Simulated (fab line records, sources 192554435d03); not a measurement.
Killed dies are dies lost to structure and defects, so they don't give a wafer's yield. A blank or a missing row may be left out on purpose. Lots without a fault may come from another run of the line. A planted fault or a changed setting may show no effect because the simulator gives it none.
Chamber matching | flow n5_finfet | N5_BEOL_M11_CURE_71 on uv_cure-01: 3 sister chambers
The step cures SiCOH lowk, time 240 s. 6 wafers are shown with their chamber, then 9 later ones without.

WAFERS WITH THEIR CHAMBER
wafer  | chamber | wafer_temp_C_max | lamp_power_pct (%)
L082.2 | 1       | 386.4            | 52.37
L082.4 | 1       | 386.1            | 52.35
L083.4 | 0       | 387.0            | 52.21
L083.5 | 0       | 387.1            | 52.28
L085.2 | 2       | 387.0            | 52.26
L085.6 | 2       | 387.7            | 52.30

WAFERS WITHOUT THEIR CHAMBER
wafer  | wafer_temp_C_max | lamp_power_pct (%)
L088.1 | 388.2            | 52.33
L088.3 | 388.0            | 52.38
L088.5 | 387.3            | 52.24
L089.2 | 385.8            | 52.25
L089.4 | 386.0            | 52.34
L089.5 | 385.9            | 52.35
L092.1 | 386.5            | 52.31
L092.2 | 387.5            | 52.43
L092.3 | 387.1            | 52.24

WHICH CHAMBER EACH WENT THROUGH
wafer  | from the rows above          | in truth
L088.1 | can't be placed: 2 or 0      | 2
L088.3 | can't be placed: 2 or 0      | 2
L088.5 | can't be placed: 0 or 2      | 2
L089.2 | can't be placed: 1 or 0 or 2 | 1
L089.4 | 1                            | 1
L089.5 | 1                            | 1
L092.1 | can't be placed: 1 or 0 or 2 | 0
L092.2 | can't be placed: 2 or 1 or 0 | 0
L092.3 | can't be placed: 0 or 2      | 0
Placed correctly: 2 of 9. Can't be placed from these rows: 7 (the true chamber is among the candidates in 7). Placed wrongly: 0.
How it was worked out, from the rows above alone: a wafer's distance from a chamber is the root of the sum, over the readings, of the square of ((its reading less the chamber's mean) divided by the reading's scatter). The wafer belongs to the nearest chamber; if the next one is less than 2 further off, it can't be placed. A chamber's mean is the mean of its shown wafers. The scatter: the root of (the sum of the squares of (reading less its chamber's mean) over the shown wafers, divided by (wafers less chambers)).
